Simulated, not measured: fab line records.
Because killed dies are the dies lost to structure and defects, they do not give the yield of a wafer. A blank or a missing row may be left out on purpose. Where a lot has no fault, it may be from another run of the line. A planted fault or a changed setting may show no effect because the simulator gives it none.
Split-lot study :: flow n5 finfet :: 39 wafers read from 7 lots, route of 1938 steps

== SPLIT DETAILS ==
At N5_HKMG_FIN_ETCH_35 (etches SOC in N2/H2, target depth 215.8 nm, time 243.4 s), the setting time s was moved away from the recipe's 243.4 s on 15 of the 39 wafers read, by -18.5% to +12.7%. This setting was run at the recipe's value on the other wafers.

The reading is taken at the split's own step.

== THE READING ==
SOC_of_HKMG_FIN_COAT_29.thk nm (the simulator's own value, which no gauge read), in nm, at N5_HKMG_FIN_ETCH_35 (etches SOC in N2/H2, target depth 215.8 nm, time 243.4 s). The file gives no usual value for it. Across the 24 wafers here that went through the recipe, the average is 77.8 nm and the standard deviation 7.2 nm.

wafer: L078.1
tool, chamber at the split: rie diel-05, 1
time s as run, s: 243.4
against the recipe: recipe
SOC_of_HKMG_FIN_COAT_29.thk nm, nm: 78
against lot-mates on the recipe: -

wafer: L078.2
tool, chamber at the split: rie diel-05, 0
time s as run, s: 220.4
against the recipe: -9.4%
SOC_of_HKMG_FIN_COAT_29.thk nm, nm: 107.4
against lot-mates on the recipe: +32.1

wafer: L078.3
tool, chamber at the split: rie diel-05, 3
time s as run, s: 243.4
against the recipe: recipe
SOC_of_HKMG_FIN_COAT_29.thk nm, nm: 80
against lot-mates on the recipe: -

wafer: L078.4
tool, chamber at the split: rie diel-05, 2
time s as run, s: 243.4
against the recipe: recipe
SOC_of_HKMG_FIN_COAT_29.thk nm, nm: 67.8
against lot-mates on the recipe: -

wafer: L078.5
tool, chamber at the split: rie diel-05, 1
time s as run, s: 220.4
against the recipe: -9.4%
SOC_of_HKMG_FIN_COAT_29.thk nm, nm: 97
against lot-mates on the recipe: +21.7

wafer: L078.6
tool, chamber at the split: rie diel-05, 0
time s as run, s: 220.4
against the recipe: -9.4%
SOC_of_HKMG_FIN_COAT_29.thk nm, nm: 104.8
against lot-mates on the recipe: +29.5

wafer: L080.1
tool, chamber at the split: rie diel-01, 3
time s as run, s: 274.4
against the recipe: +12.7%
SOC_of_HKMG_FIN_COAT_29.thk nm, nm: 59.2
against lot-mates on the recipe: -27.3

wafer: L080.2
tool, chamber at the split: rie diel-01, 2
time s as run, s: 243.4
against the recipe: recipe
SOC_of_HKMG_FIN_COAT_29.thk nm, nm: 91.2
against lot-mates on the recipe: -

wafer: L080.3
tool, chamber at the split: rie diel-01, 1
time s as run, s: 243.4
against the recipe: recipe
SOC_of_HKMG_FIN_COAT_29.thk nm, nm: 84.4
against lot-mates on the recipe: -

wafer: L080.4
tool, chamber at the split: rie diel-01, 0
time s as run, s: 274.4
against the recipe: +12.7%
SOC_of_HKMG_FIN_COAT_29.thk nm, nm: 46.8
against lot-mates on the recipe: -39.7

wafer: L080.5
tool, chamber at the split: rie diel-01, 0
time s as run, s: 274.4
against the recipe: +12.7%
SOC_of_HKMG_FIN_COAT_29.thk nm, nm: 44.4
against lot-mates on the recipe: -42.1

wafer: L080.6
tool, chamber at the split: rie diel-01, 3
time s as run, s: 243.4
against the recipe: recipe
SOC_of_HKMG_FIN_COAT_29.thk nm, nm: 83.8
against lot-mates on the recipe: -

wafer: L086.1
tool, chamber at the split: rie diel-01, 0
time s as run, s: 266.7
against the recipe: +9.6%
SOC_of_HKMG_FIN_COAT_29.thk nm, nm: 49.8
against lot-mates on the recipe: -32.1

wafer: L086.2
tool, chamber at the split: rie diel-01, 1
time s as run, s: 243.4
against the recipe: recipe
SOC_of_HKMG_FIN_COAT_29.thk nm, nm: 88.2
against lot-mates on the recipe: -

wafer: L086.3
tool, chamber at the split: rie diel-01, 2
time s as run, s: 243.4
against the recipe: recipe
SOC_of_HKMG_FIN_COAT_29.thk nm, nm: 69.6
against lot-mates on the recipe: -

wafer: L086.4
tool, chamber at the split: rie diel-01, 0
time s as run, s: 266.7
against the recipe: +9.6%
SOC_of_HKMG_FIN_COAT_29.thk nm, nm: 51.4
against lot-mates on the recipe: -30.5

wafer: L086.5
tool, chamber at the split: rie diel-01, 1
time s as run, s: 243.4
against the recipe: recipe
SOC_of_HKMG_FIN_COAT_29.thk nm, nm: 87.8
against lot-mates on the recipe: -

wafer: L086.6
tool, chamber at the split: rie diel-01, 2
time s as run, s: 266.7
against the recipe: +9.6%
SOC_of_HKMG_FIN_COAT_29.thk nm, nm: 49
against lot-mates on the recipe: -32.9

wafer: L090.1
tool, chamber at the split: rie diel-05, 3
time s as run, s: 243.4
against the recipe: recipe
SOC_of_HKMG_FIN_COAT_29.thk nm, nm: 69.4
against lot-mates on the recipe: -

wafer: L090.2
tool, chamber at the split: rie diel-05, 0
time s as run, s: 243.4
against the recipe: recipe
SOC_of_HKMG_FIN_COAT_29.thk nm, nm: 84
against lot-mates on the recipe: -

wafer: L090.6
tool, chamber at the split: rie diel-05, 3
time s as run, s: 243.4
against the recipe: recipe
SOC_of_HKMG_FIN_COAT_29.thk nm, nm: 67.2
against lot-mates on the recipe: -

wafer: L095.1
tool, chamber at the split: rie diel-05, 3
time s as run, s: 198.3
against the recipe: -18.5%
SOC_of_HKMG_FIN_COAT_29.thk nm, nm: 110.4
against lot-mates on the recipe: +35.3

wafer: L095.2
tool, chamber at the split: rie diel-05, 2
time s as run, s: 198.3
against the recipe: -18.5%
SOC_of_HKMG_FIN_COAT_29.thk nm, nm: 109.6
against lot-mates on the recipe: +34.5

wafer: L095.3
tool, chamber at the split: rie diel-05, 1
time s as run, s: 243.4
against the recipe: recipe
SOC_of_HKMG_FIN_COAT_29.thk nm, nm: 80.2
against lot-mates on the recipe: -

wafer: L095.4
tool, chamber at the split: rie diel-05, 0
time s as run, s: 243.4
against the recipe: recipe
SOC_of_HKMG_FIN_COAT_29.thk nm, nm: 80
against lot-mates on the recipe: -

wafer: L095.5
tool, chamber at the split: rie diel-05, 2
time s as run, s: 243.4
against the recipe: recipe
SOC_of_HKMG_FIN_COAT_29.thk nm, nm: 65.2
against lot-mates on the recipe: -

wafer: L095.6
tool, chamber at the split: rie diel-05, 1
time s as run, s: 198.3
against the recipe: -18.5%
SOC_of_HKMG_FIN_COAT_29.thk nm, nm: 118.6
against lot-mates on the recipe: +43.5

wafer: L096.1
tool, chamber at the split: rie diel-03, 0
time s as run, s: 243.4
against the recipe: recipe
SOC_of_HKMG_FIN_COAT_29.thk nm, nm: 79.6
against lot-mates on the recipe: -

wafer: L096.2
tool, chamber at the split: rie diel-03, 3
time s as run, s: 243.4
against the recipe: recipe
SOC_of_HKMG_FIN_COAT_29.thk nm, nm: 69
against lot-mates on the recipe: -

wafer: L096.3
tool, chamber at the split: rie diel-03, 1
time s as run, s: 243.4
against the recipe: recipe
SOC_of_HKMG_FIN_COAT_29.thk nm, nm: 75.6
against lot-mates on the recipe: -

wafer: L096.4
tool, chamber at the split: rie diel-03, 2
time s as run, s: 243.4
against the recipe: recipe
SOC_of_HKMG_FIN_COAT_29.thk nm, nm: 82.4
against lot-mates on the recipe: -

wafer: L096.5
tool, chamber at the split: rie diel-03, 2
time s as run, s: 243.4
against the recipe: recipe
SOC_of_HKMG_FIN_COAT_29.thk nm, nm: 81.8
against lot-mates on the recipe: -

wafer: L096.6
tool, chamber at the split: rie diel-03, 3
time s as run, s: 243.4
against the recipe: recipe
SOC_of_HKMG_FIN_COAT_29.thk nm, nm: 68.2
against lot-mates on the recipe: -

wafer: L097.1
tool, chamber at the split: rie diel-01, 1
time s as run, s: 259.4
against the recipe: +6.6%
SOC_of_HKMG_FIN_COAT_29.thk nm, nm: 81.4
against lot-mates on the recipe: +3.6

wafer: L097.2
tool, chamber at the split: rie diel-01, 0
time s as run, s: 243.4
against the recipe: recipe
SOC_of_HKMG_FIN_COAT_29.thk nm, nm: 77.6
against lot-mates on the recipe: -

wafer: L097.3
tool, chamber at the split: rie diel-01, 3
time s as run, s: 259.4
against the recipe: +6.6%
SOC_of_HKMG_FIN_COAT_29.thk nm, nm: 68.4
against lot-mates on the recipe: -9.4

wafer: L097.4
tool, chamber at the split: rie diel-01, 2
time s as run, s: 243.4
against the recipe: recipe
SOC_of_HKMG_FIN_COAT_29.thk nm, nm: 77.2
against lot-mates on the recipe: -

wafer: L097.5
tool, chamber at the split: rie diel-01, 2
time s as run, s: 243.4
against the recipe: recipe
SOC_of_HKMG_FIN_COAT_29.thk nm, nm: 78.6
against lot-mates on the recipe: -

wafer: L097.6
tool, chamber at the split: rie diel-01, 3
time s as run, s: 259.4
against the recipe: +6.6%
SOC_of_HKMG_FIN_COAT_29.thk nm, nm: 68.6
against lot-mates on the recipe: -9.2

THE FIT
A straight line over all 39 wafers: SOC_of_HKMG_FIN_COAT_29.thk nm changes by -2.11 nm for each +1% of time s; r = -0.91; the points scatter about the line by 7.6 nm.
The same after taking each lot's own level away (the mean of its wafers on the recipe; 39 wafers): -2.41 nm for each +1%; r = -0.93; scatter 7.5 nm.
That fit puts the effect of the largest move of time s on the reading at 45 nm.
Across the lots, their own levels run from 73.53 to 86.47 nm, a range of 1.8 times the standard deviation given above.
Hence the slope depends on the lot-to-lot level, as the two fits are not the same.
Check: +46.3 nm against its lot-mates is what the line predicts for one of the wafers moved furthest among these (-18.5%) when that wafer is left out of the fit. It came out at +35.3 nm against them.

== THESE WAFERS: OTHER SPLITS ==
These wafers also went through other splits before the reading. Each is held against what the fit with the lots' levels taken away leaves over:
other split on the same wafers: N5_DUMMY_GATE_ETCH_31 target depth a
wafers away from the commonest value: 15
r with SOC_of_HKMG_FIN_COAT_29.thk nm (lot level and that fit taken away): +0.01

other split on the same wafers: N5_SD_EPI_N_EXPOSE_06 dose mj
wafers away from the commonest value: 12
r with SOC_of_HKMG_FIN_COAT_29.thk nm (lot level and that fit taken away): -0.25

== THE WHOLE CHAIN: every reading that the file lists as answering this split, in the file's order ==
step: N5_HKMG_FIN_ETCH_35
what it does: etches SOC in N2/H2, target depth 215.8 nm, time 243.4 s
reading: HKMG_FIN.feature depth nm (the simulator's own value, which no gauge read)
change (the file's fit): +2.43 nm for each +1% of the setting
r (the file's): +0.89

step: N5_HKMG_FIN_ETCH_35
what it does: etches SOC in N2/H2, target depth 215.8 nm, time 243.4 s
reading: etch.depth nm (the simulator's own value, which no gauge read)
change (the file's fit): +2.43 nm for each +1% of the setting
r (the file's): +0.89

step: N5_HKMG_FIN_ETCH_35
what it does: etches SOC in N2/H2, target depth 215.8 nm, time 243.4 s
reading: SOC_of_HKMG_FIN_COAT_29.thk nm (the simulator's own value, which no gauge read)
change (the file's fit): -2.41 nm for each +1% of the setting
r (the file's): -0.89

== THE FILE'S OWN FIT ==
SOC_of_HKMG_FIN_COAT_29.thk nm changes by -2.41 nm for each +1% of time s, r = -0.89.
